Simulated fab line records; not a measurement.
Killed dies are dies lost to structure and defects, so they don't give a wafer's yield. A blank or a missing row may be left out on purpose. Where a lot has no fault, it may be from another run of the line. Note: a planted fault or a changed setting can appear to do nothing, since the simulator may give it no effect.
Chamber matching ; flow nand-harc ; NHARC_P_STI_CMP_21 on cmp-02: 4 sister chambers
The step polishes, t overpolish 20 s, target thk 380.67 nm. 18 wafers are shown with their chamber, then 9 later ones without.

== WAFERS PAIRED WITH THEIR CHAMBERS ==
wafer;chamber;motor-current-A (A);overpolish-run-s (s)
L075.2;1;11.2;20.003
L075.3;2;12.2;19.993
L075.4;0;12.5;19.998
L082.3;3;12.5;20.004
L082.4;2;12.3;20.001
L082.6;2;12.7;19.993
L083.2;1;11.0;19.994
L083.5;2;12.4;20.005
L083.6;1;11.1;19.993
L084.1;2;13.3;20.000
L084.4;1;11.0;20.003
L084.5;2;12.3;19.996
L086.3;2;12.7;20.008
L086.4;0;12.3;19.993
L086.5;0;12.4;20.001
L089.2;1;11.8;19.994
L089.3;3;13.3;20.014
L089.6;0;11.9;20.006

SIGNATURES (means of the wafers above)
reading;chamber 0;chamber 1;chamber 2;chamber 3;scatter within a chamber
motor-current-A;12.275;11.220;12.557;12.900;0.364
overpolish-run-s;19.99950;19.99740;19.99943;20.00900;0.00564
Rule: a wafer lies at a distance from a chamber equal to the root of the sum of squares, over the readings, of (its reading less the chamber's mean, divided by the reading's scatter). The wafer belongs to the nearest chamber; if the next one is less than 2 further off, it can't be placed. How the scatter is found: for the shown wafers, subtract from each reading the mean of its chamber, square and add these, divide the total by (wafers less chambers), then take the root.

== WAFERS WITHOUT THEIR CHAMBER ==
wafer;motor-current-A (A);overpolish-run-s (s)
L094.1;10.8;20.008
L094.4;12.7;19.999
L094.6;12.7;19.998
L095.2;12.9;20.005
L095.3;10.9;20.003
L095.6;11.5;19.998
L096.3;12.4;19.990
L096.4;11.7;20.014
L096.6;11.3;20.011

== WHICH CHAMBER EACH ONE RAN IN ==
wafer;from the rows above;in truth
L094.1;1;1
L094.4;can't be placed: 2 or 0 or 3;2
L094.6;can't be placed: 2 or 0 or 3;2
L095.2;can't be placed: 3 or 2 or 0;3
L095.3;1;1
L095.6;can't be placed: 1 or 0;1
L096.3;can't be placed: 0 or 2 or 1 or 3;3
L096.4;can't be placed: 0 or 1 or 3 or 2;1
L096.6;can't be placed: 1 or 0 or 2 or 3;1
2 of 9 placed correctly. Cannot be placed on the basis of these rows: 7; the candidates contain the true chamber in 7. 0 placed wrongly.
